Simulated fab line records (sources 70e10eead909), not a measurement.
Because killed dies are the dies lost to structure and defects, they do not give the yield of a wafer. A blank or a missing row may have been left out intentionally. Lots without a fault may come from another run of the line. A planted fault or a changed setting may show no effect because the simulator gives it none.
Matching of chambers | flow nand harc | 4 sister chambers for NHARC_A_WL_FILL_ALD_02 on ald metal-03
The step deposits TiN, target thk 2 nm, pulse time 3 s, ald cycles 100. 8 wafers are shown with their chamber, then 8 later ones without.

EACH WAFER AND ITS CHAMBER
wafer  | chamber | heater power w (W) | precursor pulse height rel
L084.6 | 2       | 973                | 0.984
L086.1 | 0       | 1075               | 1.006
L086.2 | 1       | 1201               | 0.985
L086.3 | 2       | 1012               | 1.004
L090.1 | 3       | 961                | 1.004
L090.2 | 1       | 1209               | 1.006
L090.5 | 3       | 971                | 0.992
L091.2 | 0       | 1111               | 0.998

WAFERS WITHOUT THEIR CHAMBER
wafer  | heater power w (W) | precursor pulse height rel
L091.4 | 990                | 1.007
L091.6 | 1215               | 1.001
L095.1 | 976                | 1.006
L095.2 | 994                | 0.981
L095.5 | 981                | 1.000
L097.1 | 1209               | 0.993
L097.4 | 1075               | 0.981
L097.6 | 1002               | 1.043

WHICH CHAMBER EACH WENT THROUGH
wafer  | from the rows above          | in truth
L091.4 | can't be placed: 2 or 3      | 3
L091.6 | 1                            | 1
L095.1 | can't be placed: 3 or 2      | 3
L095.2 | can't be placed: 2 or 3      | 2
L095.5 | can't be placed: 2 or 3      | 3
L097.1 | 1                            | 1
L097.4 | 0                            | 0
L097.6 | can't be placed: 2 or 3 or 0 | 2
3 of 8 placed correctly. From these rows, 5 cannot be placed; in 5 the true chamber is one of the candidates. Placed wrongly: 0.
How it was worked out, from the rows above alone: a wafer's distance from a chamber is the root of the sum, over the readings, of the square of ((its reading less the chamber's mean) divided by the reading's scatter). The wafer belongs to the nearest chamber; if the next one is less than 2 further off, it can't be placed. Each chamber's mean is taken over the wafers shown for it. How the scatter is found: for the shown wafers, subtract from each reading the mean of its chamber, square and add these, divide the total by (wafers less chambers), then take the root.
